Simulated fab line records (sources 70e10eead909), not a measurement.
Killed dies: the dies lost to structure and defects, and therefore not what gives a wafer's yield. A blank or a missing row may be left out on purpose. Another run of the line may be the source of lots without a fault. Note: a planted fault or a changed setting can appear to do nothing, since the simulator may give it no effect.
Comparing a struck lot with a sound one + flow nand_harc + 20 out of 1302 route steps
Sound: these wafers, L984.1, L984.3, L984.6. Wafers L993.2, L993.3, L993.5 were the ones struck. The cause comes at the end.
At each step with rows: each side's tool, then ch and its chambers, then its first start. Under that, the readings that differ: sound wafers + struck wafers + difference of the means + sigmas: that difference in standard deviations of wafers without a fault.
alike: readings whose means differ by less than 2 such deviations, and words and numbers that are the same on both sides. not compared: withheld readings, readings that some wafer has no value for, bounds like >300 that may hide the same value, and numbers for which the record gives no deviation and whose values overlap.
A row with sigmas, a row that says differs or no value, or rows on one side alone: a step with any of these is where the two part. When numbers do not overlap yet have no deviation, they are printed without sigmas and do not part them. Lack of a reading on every wafer of one side parts them only where that side has two or more wafers.

first, 1 step without rows for these wafers: NHARC_P_M0_SRD_25.
NHARC_P_M0_INSPECT_27:
  sound on defect_inspect-02 at day 8 13:55; struck on defect_inspect-02 at day 12 06:50
  alike: raw_defect_count
NHARC_P_M0_PRE_CLEAN_31: time 12 s.
  sound on pecvd-01 ch 0,1,2, day 8 13:59; struck on pecvd-01 ch 0,1,2, day 12 06:55
  alike: heater_power_w
  not compared: since_wet_clean_h
NHARC_P_M0_DEP_32: deposits SiCN, target thk 30 nm.
  sound on pecvd-01 ch 0,1,2, day 8 14:04; struck on pecvd-01 ch 0,1,2, day 12 06:59
  alike: heater_power_w
  not compared: since_wet_clean_h
then, 7 steps without rows for these wafers: NHARC_P_M1_DEP_00 (deposits SiOC, target thk 182.5 nm); NHARC_P_M1_DEHYDRATE_01 (time 120 s); NHARC_P_M1_HMDS_02 (time 30 s); NHARC_P_M1_COAT_34 (time 65 s); NHARC_P_M1_COAT_03 (resist thk 90 nm); NHARC_P_M1_SOFTBAKE_04 (time 55 s); NHARC_P_M1_EBR_05.
NHARC_P_M1_EXPOSE_06: exposes mask P M1, target cd 130 nm.
  sound on arfi_scanner-01 ch 0, day 8 15:10; struck on arfi_scanner-02 ch 0, day 12 07:59
| reading              | sound             | struck            | difference | sigmas |
|----------------------|-------------------|-------------------|------------|--------|
| exposure_dose_mJ_cm2 | 81.78 81.69 81.83 | 80.43 80.36 80.42 | -1.36      | -16    |
  alike: mask, reticle_temp_C
then, 2 steps without rows for these wafers: NHARC_P_M1_PEB_07 (peb time 65 s); NHARC_P_M1_DEVELOP_08 (develop time 35 s).
NHARC_P_M1_CD_MEAS_09: target cd 130 nm.
  sound on cd_sem-02 ch 0, day 8 15:18; struck on cd_sem-02 ch 0
| reading    | sound             | struck            | difference | sigmas |
|------------|-------------------|-------------------|------------|--------|
| cd_nm (nm) | 129.3 130.2 129.9 | 127.7 128.0 127.4 | -2.1       | -4     |
  not compared: hold
NHARC_P_M1_OVL_MEAS_10: pitch 260 nm.
  sound on overlay-01 at day 8 15:23; struck on overlay-01 at day 12 12:27
| reading | sound | struck                                                                     | difference                   | sigmas |
|---------|-------|----------------------------------------------------------------------------|------------------------------|--------|
| hold    | - - - | await_dispo/4.1h/release await_dispo/4.1h/release await_dispo/4.1h/release | no value on the sound wafers |        |
  alike: overlay_x_nm, overlay_y_nm
NHARC_P_M1_INSPECT_11:
  sound on defect_inspect-01 at day 8 15:26; struck on defect_inspect-02 at day 12 12:29
  alike: raw_defect_count
NHARC_P_M1_DESCUM_14: chemistry O2, time 3 s.
  sound on rie_diel-08 ch 1,3, day 8 15:30; struck on rie_diel-11 ch 0,1,3, day 12 12:32
| reading                         | sound             | struck            | difference | sigmas |
|---------------------------------|-------------------|-------------------|------------|--------|
| rf_vpp_V (V)                    | 55.6 57.0 57.7    | 59.1 58.8 58.0    | +1.9       | +2     |
| showerhead_plenum_p_Torr (Torr) | 1.88 1.79 1.78    | 1.93 1.98 1.92    | +0.13      | +2     |
| model.P_M1.cd_nm (nm)           | 129.2 129.5 129.2 | 127.5 128.2 128.4 | -1.3       |        |
  alike: drypump_motor_current_A, oes_product_au, throttle_valve_pct
  not compared: rf_hours_counter_h
NHARC_P_M1_ETCH_35: etches the open film in N2/H2, target depth 40 nm, overetch 12 nm, time 43.94 s.
  sound on rie_diel-08 ch 2,3, day 8 15:35; struck on rie_diel-11 ch 0,1, day 12 12:38
  alike: drypump_motor_current_A, oes_product_au, rf_vpp_V, showerhead_plenum_p_Torr, throttle_valve_pct
  not compared: rf_hours_counter_h
-- record jumps: 17 days between struck wafers' starts before vs after; left off in module P_M1, resumes in module END, first step shown is number 1302 of the route --
NHARC_END_SORT_01:
  sound on prober-02 ch 0, day 26 16:41; struck on prober-02 ch 0, day 29 23:00
  alike: defect_limited_yield, killed_at_array, killed_at_other, killed_at_periphery, killed_dies, killed_open, killed_short, sort_bin_2_pct, sort_bin_3_pct, sort_bin_4_pct, sort_n_pass, sort_rim_yield_pct, sort_yield_pct

== WHERE THEY PART ==
At NHARC_P_M1_EXPOSE_06 first; at NHARC_P_M1_DESCUM_14 last (within this record only). Later steps at which nothing parts them and some readings are alike: NHARC_P_M1_ETCH_35, NHARC_END_SORT_01.

WHY: the cause the simulator had injected
Process parameter drift: arfi_scanner-02, from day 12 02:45 on, at NHARC_P_M1_EXPOSE_06. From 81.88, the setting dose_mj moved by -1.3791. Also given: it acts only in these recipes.
